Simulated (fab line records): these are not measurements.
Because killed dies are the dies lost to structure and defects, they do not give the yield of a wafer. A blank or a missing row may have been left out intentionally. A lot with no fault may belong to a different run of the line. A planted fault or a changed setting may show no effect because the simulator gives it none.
Struck lot and sound lot, side by side	flow n5-finfet	20 out of 1938 route steps
Sound: the wafers L803.1, L803.2, L803.3. Struck: wafer L806.1. (L806.2 of the same lot was not struck and is left out.) The cause comes at the end.
Order at every step that has rows: each side's tool, ch and its chambers, its first start. Under that, the readings that differ: sound wafers	struck wafers	difference of the means	sigmas: that difference in standard deviations of wafers without a fault.
alike: a reading whose means differ by less than 2 such deviations, as well as words and numbers matching on both sides. not compared: withheld readings; readings where some wafer has no value; bounds like >300 that might hide an equal value; numbers whose values overlap and for which the record gives no deviation.
Wherever a step has rows on one side only, a row that says differs or no value, or a row with sigmas, the two part there. Non-overlapping numbers with no deviation appear without sigmas and do not part them. Lack of a reading on every wafer of one side parts them only where that side has two or more wafers.

first, 9 steps without rows for these wafers: N5_GATE_CUT_COAT_07 (resist thk 30 nm); N5_GATE_CUT_EBR_09; N5_GATE_CUT_SOFTBAKE_08 (time 60 s); N5_GATE_CUT_EXPOSE_10 (exposes mask GATE CUT, target cd 20 nm); N5_GATE_CUT_PEB_11 (peb time 60 s); N5_GATE_CUT_DEVELOP_12 (develop time 30 s); N5_GATE_CUT_DESCUM_18 (chemistry O2, time 7 s); N5_GATE_CUT_ETCH_28 (etches underlayer in N2/H2, target depth 13 nm, time 10.4 s); N5_GATE_CUT_ETCH_36 (etches SiARC in CF4, target depth 13 nm, time 21.7 s).
N5_GATE_CUT_ETCH_37: etches SOC in N2/H2, target depth 60 nm, overetch 12 nm, time 90 s.
  sound on rie-diel-05 ch 0,2,3, day 7 20:58; struck on rie-diel-05 ch 2, day 8 11:30
reading	sound	struck	difference	sigmas
model.etch.depth-nm (nm)	60.4 60.4 60.22	53.84	-6.50	
model.SiARC_of_GATE_CUT_COAT_35.thk-nm (nm)	6 6 6	7	+1	
  alike: drypump-motor-current-A, oes-product-au, rf-vpp-V, showerhead-plenum-p-Torr, throttle-valve-pct
  not compared: rf-hours-counter-h
then, 5 steps without rows for these wafers: N5_GATE_CUT_STRIP_38 (strips in N2/H2); N5_GATE_CUT_STRIP_39 (strips in N2/H2); N5_GATE_CUT_HM_OPEN_40 (chemistry C4F6/O2, target SiO2, target depth 139 nm, time 85.1 s); N5_GATE_CUT_STRIP_41 (strips in CF4); N5_GATE_CUT_STRIP_42 (strips in O2).
N5_GATE_CUT_ETCH_19: etches SiNx in CH3F/O2, target depth 53.7 nm, time 76.7 s.
  sound on rie-diel-05 ch 0,2,3, day 7 21:10; struck on rie-diel-05 ch 2, day 8 11:42
reading	sound	struck	difference	sigmas
oes-product-au (a.u.)	0.61 0.59 0.81	0.36	-0.31	-3
model.GATE_CUT.cd-nm (nm)	19.8 20.4 20	19.2	-0.9	
  alike: drypump-motor-current-A, etch-rf-on-time-s, oes_o_777_au, rf-vpp-V, showerhead-plenum-p-Torr, throttle-valve-pct
  not compared: rf-hours-counter-h
N5_GATE_CUT_CUT_ETCH_53: etches W in SF6/Cl2, target depth 79.2 nm.
  sound on rie-metal-01 ch 0, day 7 21:16; struck on rie-metal-01 ch 0, day 8 11:49
reading	sound	struck	difference	sigmas
etch-rf-on-time-s (s)	26.7 26.4 26.1	34.3	+7.9	+14
oes-product-au (a.u.)	0.52 0.52 0.53	0.22	-0.30	-2
throttle-valve-pct (%)	29.3 29.3 29.3	27.9	-1.4	-4
  alike: drypump-motor-current-A
  not compared: rf-hours-counter-h
N5_GATE_CUT_CUT_ETCH_54: etches TiN in Cl2/BCl3, target depth 96.7 nm.
  sound on rie-metal-01 ch 0, day 7 21:23; struck on rie-metal-01 ch 0, day 8 11:56
reading	sound	struck	difference	sigmas
etch-rf-on-time-s (s)	36.8 36.7 36.6	47.9	+11.2	+15
oes-product-au (a.u.)	0.52 0.53 0.53	0.21	-0.32	-2
throttle-valve-pct (%)	22.56 22.56 22.56	23.08	+0.52	+2
  alike: drypump-motor-current-A
  not compared: rf-hours-counter-h
N5_GATE_CUT_CUT_ETCH_55: etches HfO2 in BCl3, target depth 3.2 nm.
  sound on rie-metal-01 ch 0, day 7 21:31; struck on rie-metal-01 ch 0, day 8 12:03
reading	sound	struck	difference	sigmas
oes-product-au (a.u.)	0.58 0.58 0.57	0.22	-0.36	-3
  alike: drypump-motor-current-A, throttle-valve-pct
  not compared: rf-hours-counter-h
-- here the record skips 8 days between the struck wafers' starts before and after, leaving off in module GATE_CUT and picking up in module PASSIVATION (first step shown: number 1936 of the route) --
N5_PASSIVATION_PROBE_49:
  sound on prober-01, day 16 04:07; struck on prober-01, day 16 12:32
reading	sound	struck	difference	sigmas
killed-at-front-end	44 42 44	1111	+1068	+97
killed-dies	123 122 116	1160	+1040	+52
killed-on-rim	13 17 11	152	+138	+34
killed-open	91 84 86	53	-34	-2
  alike: killed_at_M0_to_M3, killed_at_M4_up, killed-at-contacts, killed-at-other, killed-short

== WHERE THEY PART ==
At N5_GATE_CUT_ETCH_19 first; at N5_PASSIVATION_PROBE_49 last (within this record only).

WHY: whatever the simulator had introduced
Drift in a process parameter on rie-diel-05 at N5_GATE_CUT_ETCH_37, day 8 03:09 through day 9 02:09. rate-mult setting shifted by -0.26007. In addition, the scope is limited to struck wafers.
